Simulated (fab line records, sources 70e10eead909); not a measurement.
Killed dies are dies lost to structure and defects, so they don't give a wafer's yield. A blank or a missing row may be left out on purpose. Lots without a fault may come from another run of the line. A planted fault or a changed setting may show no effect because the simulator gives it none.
fab line records | flow nand_harc
record lots=6 wafers=18 last_day=24
route steps=1159 shown A_SLIT@802 A_SIN_REMOVE@804 A_WL_FILL@809 END@1159
lots that met no fault: from a run of the same line without faults
start_h: hours from the record's first day to the start of the lot's first wafer shown | wait_h: hours since the lot's step before | " the same as in the row above | L1.1+2: a row that stands for several wafers | - no value, or no start given | * or withheld: withheld | < > ~ a bound
route shown NAME@n: a module of which the file shows steps, and the number in the route of the first | usual: mean/standard deviation of fault-free wafers | same: alike in all rows | chamber/n: place in a boat | sites: the reading at each site | _std_site: their standard deviation | _edge_site: outer sites' mean less inner sites' | radius_mm: how far each site lies from the wafer's centre | mask NAME#n: copy n | behind: the tool/chamber that last shaped the wafer | hold: why the lot was held/for how many hours/how that ended | device: the transistor (n, p or np) that didn't switch | end of line: the same wafers' tests at the end of the route | a step without rows: its recipe alone | killed: dies lost to structure and defects at the first sort, not the wafer's yield | map: a wafer's dies, x killed, . not, _ none there
set.NAME: the setting as run; set.NAME@STEP: as run at that earlier step | model.NAME: the simulator's own value behind a step, which no gauge read
lots at some steps of the route; a table a step, a row a wafer
services: from which hour (start_h, from the record's first day; less than 0 if before it) a tool's chamber was out of use, for how many hours, and why
## steps
# step NHARC_A_SLIT_SRD_20
# step NHARC_A_SLIT_CD_MEAS_21
# usual cd_nm=289.3/1
# columns lot.wafer tool chamber start_h wait_h cd_nm
L956.3 cd_sem-02 - 325.44 - 291.0
L956.4 " - " " 291.5
L956.5 " - " " 289.9
L958.2 cd_sem-01 - 337.69 - 289.2
L958.4 " - " " 288.7
L958.5 " - " " 289.9
L962.2 cd_sem-02 - 390.64 - 289.7
L962.3 " - " " 289.6
L962.4 " - " " 289.9
L973.2 cd_sem-02 - 427.89 - 287.2
L973.4 " - " " 288.5
L973.6 " - " " 287.9
L971.1 cd_sem-03 - 431.21 - 288.8
L971.3 " - " " 289.9
L971.5 " - " " 290.3
L978.2 cd_sem-01 - 459.67 - 288.5
L978.3 " - " " 290.3
L978.4 " - " " 289.7
# step NHARC_A_SIN_REMOVE_WET_00
# recipe temp_c=160 time_s=15300 chemistry=H3PO4
# step NHARC_A_SIN_REMOVE_PRECLEAN_01
# recipe time_s=* temp_c=50 bath_age_min=0 chemistry=SC1
# step NHARC_A_SIN_REMOVE_SRD_02
# step NHARC_A_SIN_REMOVE_INSPECT_04
# usual raw_defect_count=297/68
# columns lot.wafer tool chamber start_h wait_h raw_defect_count
L956.3 defect_inspect-01 - 334.06 0.0 376
L956.4 " - " " 245
L956.5 " - " " 457
L958.2 defect_inspect-01 - 343.87 0.0 368
L958.4 " - " " 239
L958.5 " - " " 278
L962.2 defect_inspect-01 - 396.63 0.0 319
L962.3 " - " " 453
L962.4 " - " " 279
L973.2 defect_inspect-02 - 435.62 0.0 322
L973.4 " - " " 250
L973.6 " - " " 398
L971.1 defect_inspect-01 - 438.90 0.0 236
L971.3 " - " " 193
L971.5 " - " " 281
L978.2 defect_inspect-01 - 467.32 0.0 250
L978.3 " - " " 192
L978.4 " - " " 292
# step NHARC_A_WL_FILL_ALD_00
# recipe target_thk_a=30 pulse_time_s=3 ald_cycles=30 temp_c=300 material=Al2O3
# usual heater_power_w=478/36 precursor_pulse_height_rel=0.999/0.019
# columns lot.wafer tool chamber start_h wait_h heater_power_w precursor_pulse_height_rel
L956.3 ald_hk-03 0 334.12 0.1 440 1.009
L956.4 " 3 " " 463 1.006
L956.5 " 1 " " 498 0.996
L958.4 ald_hk-03 3 344.86 1.0 478 0.996
L958.2 " 2 " " 522 1.020
L958.5 " 0 " " 447 0.979
L962.2 ald_hk-01 0 399.13 2.5 473 0.979
L962.3 " 1 " " 514 0.990
L962.4 " 3 " " 551 1.007
L973.4 ald_hk-03 2 435.87 0.2 524 0.990
L973.2 " 3 " " 484 0.978
L973.6 " 1 " " 506 0.983
L971.1 ald_hk-03 3 439.02 0.1 489 1.014
L971.3 " 0 " " 436 1.017
L971.5 " 1 " " 493 1.018
L978.4 ald_hk-03 0 467.86 0.5 449 0.997
L978.2 " 2 " " 509 1.028
L978.3 " 3 " " 473 0.992
# step NHARC_A_WL_FILL_RTA_01
# recipe temp_c=1000 time_s=5
# usual lamp_power_pct=30.1/0.37 wafer_temp_C_max=1003.2/0.87
# columns lot.wafer tool chamber start_h wait_h lamp_power_pct wafer_temp_C_max
L956.3 rtp_anneal-01 0 334.51 - 30.5 1003.7
L956.4 " 0 " " 30.5 1006.3
L956.5 " 0 " " 30.5 1006.4
L958.2 rtp_anneal-02 0 345.16 - 29.8 1004.5
L958.4 " 0 " " 29.8 1003.1
L958.5 " 0 " " 29.8 1004.2
L962.2 rtp_anneal-01 0 399.44 - 30.5 1004.2
L962.3 " 0 " " 30.5 1004.6
L962.4 " 0 " " 30.6 1003.5
L973.2 rtp_anneal-02 0 436.28 - 29.7 1002.3
L973.4 " 0 " " 29.8 1002.8
L973.6 " 0 " " 29.8 1002.9
L971.1 rtp_anneal-02 0 439.31 - 29.8 1002.0
L971.3 " 0 " " 29.8 1002.7
L971.5 " 0 " " 29.8 1002.3
L978.2 rtp_anneal-01 0 468.30 - 30.6 1004.1
L978.3 " 0 " " 30.5 1004.0
L978.4 " 0 " " 30.5 1004.5
# step NHARC_A_WL_FILL_ALD_02
# recipe target_thk_a=20 pulse_time_s=3 ald_cycles=100 temp_c=450 material=TiN
# usual heater_power_w=1049/86 precursor_pulse_height_rel=0.999/0.019
# columns lot.wafer tool chamber start_h wait_h heater_power_w precursor_pulse_height_rel
L956.4 ald_metal-03 3 334.82 0.2 1075 1.011
L956.3 " 1 " " 996 0.997
L956.5 " 2 " " 1037 0.994
L958.4 ald_metal-04 2 345.43 0.2 1143 1.001
L958.2 " 3 " " 1002 1.034
L958.5 " 0 " " 1072 0.991
L962.3 ald_metal-02 2 399.66 0.2 941 1.029
L962.2 " 3 " " 1236 1.016
L962.4 " 0 " " 1164 0.960
L973.4 ald_metal-04 2 436.47 0.1 1066 0.989
L973.2 " 1 " " 1077 1.020
L973.6 " 3 " " 1006 1.004
L971.1 ald_metal-02 0 439.56 0.2 1133 0.992
L971.3 " 1 " " 1118 1.009
L971.5 " 3 " " 1228 0.979
L978.3 ald_metal-03 2 468.49 0.1 1042 0.973
L978.4 " 3 " " 1092 0.993
L978.2 " 1 " " 1036 1.002
# step NHARC_A_WL_FILL_CVD_03
# recipe target_thk_a=400 temp_c=300 pressure_torr=40 wf6_flow_sccm=40 h2_flow_sccm=1600 ar_flow_sccm=1560 time_s=3302 material=W
# usual heater_power_w=454/34 throttle_valve_pct=8.0/0.31
# columns lot.wafer tool chamber start_h wait_h heater_power_w throttle_valve_pct
L956.3 cvd_w-02 1 336.18 1.0 414 7.4
L956.4 " 0 " " 479 8.1
L956.5 " 1 " " 409 7.3
L958.2 cvd_w-01 1 347.33 1.6 456 7.7
L958.4 " 0 348.74 3.0 490 8.4
L958.5 " 0 " " 491 8.6
L962.2 cvd_w-02 1 407.07 7.1 396 7.9
L962.3 " 0 " " 462 8.5
L962.4 " 1 " " 407 8.0
L973.2 cvd_w-02 1 442.11 5.3 403 7.5
L973.4 " 0 " " 481 8.4
L973.6 " 0 " " 471 8.5
L971.1 cvd_w-01 0 444.50 4.6 494 8.5
L971.3 " 0 " " 473 8.5
L971.5 " 0 " " 485 8.6
L978.2 cvd_w-02 1 473.28 4.4 404 7.9
L978.4 " 0 " " 470 8.2
L978.3 " 1 " " 401 7.8
# step NHARC_A_WL_FILL_ETCHBACK_04
# recipe target_depth_a=600 time_s=120 chemistry=NF3
# usual drypump_motor_current_A=5.6/0.32 oes_product_au=1.004/0.0081
# columns lot.wafer tool chamber start_h wait_h drypump_motor_current_A oes_product_au rf_hours_counter_h
L956.3 rie_metal-02 1 338.63 2.0 6.0 1.000 -
L956.4 " 0 " " 5.7 0.996 -
L956.5 " 1 " " 6.0 1.007 -
L958.2 rie_metal-03 1 350.66 2.9 5.8 1.016 1.6
L958.4 " 1 " " 5.8 1.015 -
L958.5 " 1 " " 5.8 1.024 -
L962.2 rie_metal-03 1 409.98 2.4 5.8 0.993 3.1
L962.4 " 0 " " 5.3 0.746 -
L962.3 " 1 " " 5.8 0.992 -
L973.2 rie_metal-01 0 444.95 2.4 5.1 0.992 2.6
L973.4 " 0 " " 5.0 0.996 -
L973.6 " 0 " " 5.0 0.990 -
L971.1 rie_metal-03 1 447.33 2.4 5.8 0.995 4.4
L971.3 " 0 " " 5.3 0.753 -
L971.5 " 1 " " 5.8 1.003 -
L978.2 rie_metal-02 1 476.17 2.4 6.0 1.019 2.2
L978.3 " 1 " " 6.0 1.013 -
L978.4 " 0 " " 5.8 1.010 -
# step NHARC_A_WL_FILL_ETCHBACK_05
# recipe target_depth_a=220 time_s=60 temp_c=40 chemistry=Cl2/BCl3
# usual drypump_motor_current_A=5.6/0.32 oes_product_au=1.002/0.0079
# columns lot.wafer tool chamber start_h wait_h drypump_motor_current_A oes_product_au rf_hours_counter_h
L956.3 rie_metal-02 0 338.82 0.2 5.8 0.997 -
L956.4 " 1 " " 6.0 1.008 -
L956.5 " 1 " " 6.0 1.001 -
L958.2 rie_metal-03 1 350.88 0.2 5.8 1.022 1.7
L958.4 " 0 " " 5.3 1.006 -
L958.5 " 1 " " 5.8 1.010 -
L962.2 rie_metal-03 1 410.20 0.2 5.8 0.998 3.2
L962.4 " 0 " " 5.3 1.007 -
L962.3 " 1 " " 5.8 0.998 -
L973.2 rie_metal-01 0 445.20 0.2 5.1 1.002 2.7
L973.4 " 0 " " 5.1 0.988 -
L973.6 " 1 " " 5.6 0.998 -
L971.1 rie_metal-03 0 447.59 0.2 5.3 1.013 4.6
L971.3 " 0 " " 5.3 1.003 -
L971.5 " 1 " " 5.8 1.005 -
L978.2 rie_metal-02 0 476.42 0.2 5.8 0.999 2.3
L978.3 " 1 " " 6.0 1.016 -
L978.4 " 0 " " 5.8 1.012 -
# step NHARC_END_SORT_01
# recipe temp_c=25
# usual killed_at_array=24/8.7 killed_at_other=0.8/1.2 killed_at_periphery=3.6/2.3 killed_dies=28/8.9 killed_open=3.2/1.9 killed_short=2.0/1.6
# same gross_dies=677
# columns lot.wafer tool chamber start_h wait_h killed_at_array killed_at_other killed_at_periphery killed_dies killed_open killed_short
L962.4 prober-01 0 506.85 3.4 675 1 1 677 3 1
L971.3 prober-01 0 563.33 3.1 674 0 3 677 3 1
# killed by level:class
L962.4 A_WL_FILL:area_etchback=653 A_CHANNEL_HOLE_D1:chamber_film_flake=16 A_CONTACT:chamber_film_flake=2 A_ONON_D1:geometric_particle:open=1 A_ONON_D1:geometric_particle:short=1 A_CHANNEL_HOLE_D1:geometric_particle:open=1 A_CHANNEL_FILL_D1:geometric_particle:open=1 P_GATE:chamber_film_flake=1
L971.3 A_WL_FILL:area_etchback=652 A_SLIT:chamber_film_flake=15 A_CHANNEL_HOLE_D1:chamber_film_flake=2 P_M1:geometric_particle:open=1 A_ONON_D1:geometric_particle:open=1 A_M0:geometric_particle:open=1 A_M0:geometric_particle:short=1 P_ZERO_WELL:chamber_film_flake=1
# map L962.4 (x killed, . not)
____________x____________
_________xxxxxxx_________
_______xxxxxxxxxxx_______
______xxxxxxxxxxxxx______
_____xxxxxxxxxxxxxxx_____
____xxxxxxxxxxxxxxxxx____
____xxxxxxxxxxxxxxxxx____
___xxxxxxxxxxxxxxxxxxx___
___xxxxxxxxxxxxxxxxxxx___
__xxxxxxxxxxxxxxxxxxxxx__
__xxxxxxxxxxxxxxxxxxxxx__
_xxxxxxxxxxxxxxxxxxxxxxx_
_xxxxxxxxxxxxxxxxxxxxxxx_
_xxxxxxxxxxxxxxxxxxxxxxx_
_xxxxxxxxxxxxxxxxxxxxxxx_
_xxxxxxxxxxxxxxxxxxxxxxx_
xxxxxxxxxxxxxxxxxxxxxxxxx
xxxxxxxxxxxxxxxxxxxxxxxxx
xxxxxxxxxxxxxxxxxxxxxxxxx
xxxxxxxxxxxxxxxxxxxxxxxxx
xxxxxxxxxxxxxxxxxxxxxxxxx
_xxxxxxxxxxxxxxxxxxxxxxx_
_xxxxxxxxxxxxxxxxxxxxxxx_
_xxxxxxxxxxxxxxxxxxxxxxx_
_xxxxxxxxxxxxxxxxxxxxxxx_
_xxxxxxxxxxxxxxxxxxxxxxx_
__xxxxxxxxxxxxxxxxxxxxx__
__xxxxxxxxxxxxxxxxxxxxx__
___xxxxxxxxxxxxxxxxxxx___
___xxxxxxxxxxxxxxxxxxx___
____xxxxxxxxxxxxxxxxx____
____xxxxxxxxxxxxxxxxx____
_____xxxxxxxxxxxxxxx_____
______xxxxxxxxxxxxx______
_______xxxxxxxxxxx_______
_________xxxxxxx_________
____________x____________
# map L971.3 (x killed, . not)
____________x____________
_________xxxxxxx_________
_______xxxxxxxxxxx_______
______xxxxxxxxxxxxx______
_____xxxxxxxxxxxxxxx_____
____xxxxxxxxxxxxxxxxx____
____xxxxxxxxxxxxxxxxx____
___xxxxxxxxxxxxxxxxxxx___
___xxxxxxxxxxxxxxxxxxx___
__xxxxxxxxxxxxxxxxxxxxx__
__xxxxxxxxxxxxxxxxxxxxx__
_xxxxxxxxxxxxxxxxxxxxxxx_
_xxxxxxxxxxxxxxxxxxxxxxx_
_xxxxxxxxxxxxxxxxxxxxxxx_
_xxxxxxxxxxxxxxxxxxxxxxx_
_xxxxxxxxxxxxxxxxxxxxxxx_
xxxxxxxxxxxxxxxxxxxxxxxxx
xxxxxxxxxxxxxxxxxxxxxxxxx
xxxxxxxxxxxxxxxxxxxxxxxxx
xxxxxxxxxxxxxxxxxxxxxxxxx
xxxxxxxxxxxxxxxxxxxxxxxxx
_xxxxxxxxxxxxxxxxxxxxxxx_
_xxxxxxxxxxxxxxxxxxxxxxx_
_xxxxxxxxxxxxxxxxxxxxxxx_
_xxxxxxxxxxxxxxxxxxxxxxx_
_xxxxxxxxxxxxxxxxxxxxxxx_
__xxxxxxxxxxxxxxxxxxxxx__
__xxxxxxxxxxxxxxxxxxxxx__
___xxxxxxxxxxxxxxxxxxx___
___xxxxxxxxxxxxxxxxxxx___
____xxxxxxxxxxxxxxxxx____
____xxxxxxxxxxxxxxxxx____
_____xxxxxxxxxxxxxxx_____
______xxxxxxxxxxxxx______
_______xxxxxxxxxxx_______
_________xxxxxxx_________
____________x____________
## services
# columns tool chamber start_h hours kind
ald_metal-04 - 314.13 0.5 repair
ald_metal-03 - 322.00 10.0 pm
ald_hk-03 2 322.47 10.0 vent_cycle
ald_hk-03 3 322.47 10.0 vent_cycle
rie_metal-01 - 332.00 9.0 pm
ald_metal-02 - 335.52 1.2 repair
ald_metal-04 2 340.76 3.0 repair
cvd_w-01 - 341.21 0.7 repair
ald_metal-03 3 343.46 7.3 repair
ald_metal-02 - 364.00 10.0 pm
cvd_w-02 - 379.51 13.0 pm
rie_metal-01 - 381.17 0.7 repair
rie_metal-02 - 388.06 9.0 pm
rie_metal-03 - 396.47 0.5 repair
rie_metal-03 - 401.76 0.6 repair
ald_metal-04 - 406.00 10.0 pm
ald_hk-01 - 407.27 10.0 pm
cvd_w-02 0 410.45 3.2 repair
rie_metal-03 0 450.61 4.3 repair
rie_metal-03 - 453.00 9.0 pm
rie_metal-03 1 453.00 9.0 vent_cycle
ald_metal-04 2 454.97 3.7 repair
ald_metal-03 - 461.90 4.2 repair
rie_metal-03 1 462.00 - clean
## key
first_sign step=NHARC_A_WL_FILL_ETCHBACK_04 reading=oes_product_au direction=down sigmas=32 usual=1.004 struck=0.749
effect step=NHARC_END_SORT_01 reading=killed_at_array direction=up sigmas=74 usual=24 struck=674
more_kills_born_at NHARC_A_WL_FILL_ETCHBACK_04@rie_metal-03=1305
met_at NHARC_A_WL_FILL_ETCHBACK_04
struck_wafers L962.4,L971.3
later_rows_left_out L962.4,L971.3
tester_left_out L962,L971
fault kind=process_parameter_drift tool=rie_metal-03 chamber=0 onset_h=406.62 steps=NHARC_A_WL_FILL_ETCHBACK_04 channel=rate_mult offset=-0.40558 shape=step end_h=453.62
# tester_left_out: of these lots the tester's yield and bins aren't shown, on N5 and GAA mostly nor the transistor test; their killed dies are dies lost to structure and defects alone, not to doping, threshold or leakage, so they don't give the yield
# later_rows_left_out: the simulator's readings of these wafers behind a module that went badly wrong aren't trusted and aren't shown, but for the sort
